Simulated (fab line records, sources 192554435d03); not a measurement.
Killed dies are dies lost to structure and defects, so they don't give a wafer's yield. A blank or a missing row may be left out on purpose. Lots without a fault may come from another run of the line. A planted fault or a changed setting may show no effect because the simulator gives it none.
Split-lot experiment | flow n5_finfet | 7 lots, 21 wafers read, on a route of 1938 steps

THE SPLIT
At N5_BEOL_M1_ETCH_64 (etches SOC in N2/H2, target depth 75 nm, overetch 15 nm, time 112.5 s), the setting time_s was moved away from the recipe's 112.5 s on 7 of the 21 wafers read, by -20.1% to +22.0%. The other wafers ran this setting at the recipe's value.

The reading is taken at the split's own step.

THE READING
SiARC_of_BEOL_M1_COAT_62.thk_nm (the simulator's own value, which no gauge read), in nm, at N5_BEOL_M1_ETCH_64 (etches SOC in N2/H2, target depth 75 nm, overetch 15 nm, time 112.5 s). The file gives no usual value for it. The 14 wafers here that ran the recipe average 6.7 nm, standard deviation 0.16 nm.

wafer  | tool, chamber at the split | time_s as run, s | against the recipe | SiARC_of_BEOL_M1_COAT_62.thk_nm, nm | against lot-mates on the recipe
L074.1 | rie_diel-01, 0             | 112.5            | recipe             | 7                                   | -
L074.2 | rie_diel-01, 1             | 91.45            | -18.7%             | 8                                   | +1.0
L074.3 | rie_diel-01, 3             | 91.45            | -18.7%             | 7.8                                 | +0.8
L083.2 | rie_diel-06, 3             | 112.5            | recipe             | 6.8                                 | -
L083.3 | rie_diel-06, 1             | 136.3            | +21.2%             | 5.8                                 | -1.0
L083.6 | rie_diel-06, 0             | 136.3            | +21.2%             | 6                                   | -0.8
L090.3 | rie_diel-05, 2,3,2         | 112.5            | recipe             | 6.6                                 | -
L090.4 | rie_diel-05, 2,3,2         | 112.5            | recipe             | 6.6                                 | -
L090.5 | rie_diel-05, 2,3,2         | 112.5            | recipe             | 6.6                                 | -
L089.1 | rie_diel-05, 2             | 137.2            | +22.0%             | 5.4                                 | -1.4
L089.2 | rie_diel-05, 0             | 112.5            | recipe             | 6.8                                 | -
L089.3 | rie_diel-05, 1             | 137.2            | +22.0%             | 5.6                                 | -1.2
L092.1 | rie_diel-05, 2,3           | 112.5            | recipe             | 6.6                                 | -
L092.3 | rie_diel-05, 2,3           | 112.5            | recipe             | 6.6                                 | -
L092.2 | rie_diel-05, 1             | 112.5            | recipe             | 6.8                                 | -
L093.3 | rie_diel-05, 3             | 89.91            | -20.1%             | 7.6                                 | +1.0
L093.4 | rie_diel-05, 0             | 112.5            | recipe             | 6.6                                 | -
L093.5 | rie_diel-05, 0             | 112.5            | recipe             | 6.6                                 | -
L095.4 | rie_diel-01, 3             | 112.5            | recipe             | 6.6                                 | -
L095.5 | rie_diel-01, 1             | 112.5            | recipe             | 7                                   | -
L095.6 | rie_diel-01, 2             | 112.5            | recipe             | 6.4                                 | -
Where a row lists several chambers, the file gives one row for several wafers and doesn't say which wafer went through which chamber.

THE FIT
A straight line over all 21 wafers: SiARC_of_BEOL_M1_COAT_62.thk_nm changes by -0.0507 nm for each +1% of time_s; r = -0.95; the points scatter about the line by 0.2 nm.
The same after taking each lot's own level away (the mean of its wafers on the recipe; 21 wafers): -0.0502 nm for each +1%; r = -0.97; scatter 0.15 nm.
On that fit, the largest move of time_s shifts the reading by 1.1 nm.
The lots' own levels span 6.60 to 7.00 nm, that is 2.4 times the standard deviation above.
So the lot-to-lot level changes the slope little: the two slopes agree.
Check: with one of the wafers moved furthest among these (+22.0%) left out of the fit, the line predicts -1.04 nm for it against its lot-mates. It came out at -1.4 nm against them.

OTHER SPLITS ON THESE WAFERS
These wafers also went through other splits before the reading. Each is held against what the fit with the lots' levels taken away leaves over:
other split on the same wafers            | wafers away from the commonest value | r with SiARC_of_BEOL_M1_COAT_62.thk_nm (lot level and that fit taken away)
N5_GATE_CUT_COAT_27 spin_rpm              | 3                                    | +0.14
N5_MOL_CONTACT_COAG_ETCH_105 bias_w       | 7                                    | -0.11
N5_MOL_CONTACT_COAG_COAT_62 spin_rpm      | 8                                    | +0.33
N5_BEOL_M0_TRENCH_ETCH_107 target_depth_a | 7                                    | -0.24

THE FILE'S OWN FIT
SiARC_of_BEOL_M1_COAT_62.thk_nm changes by -0.0502 nm for each +1% of time_s, r = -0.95.
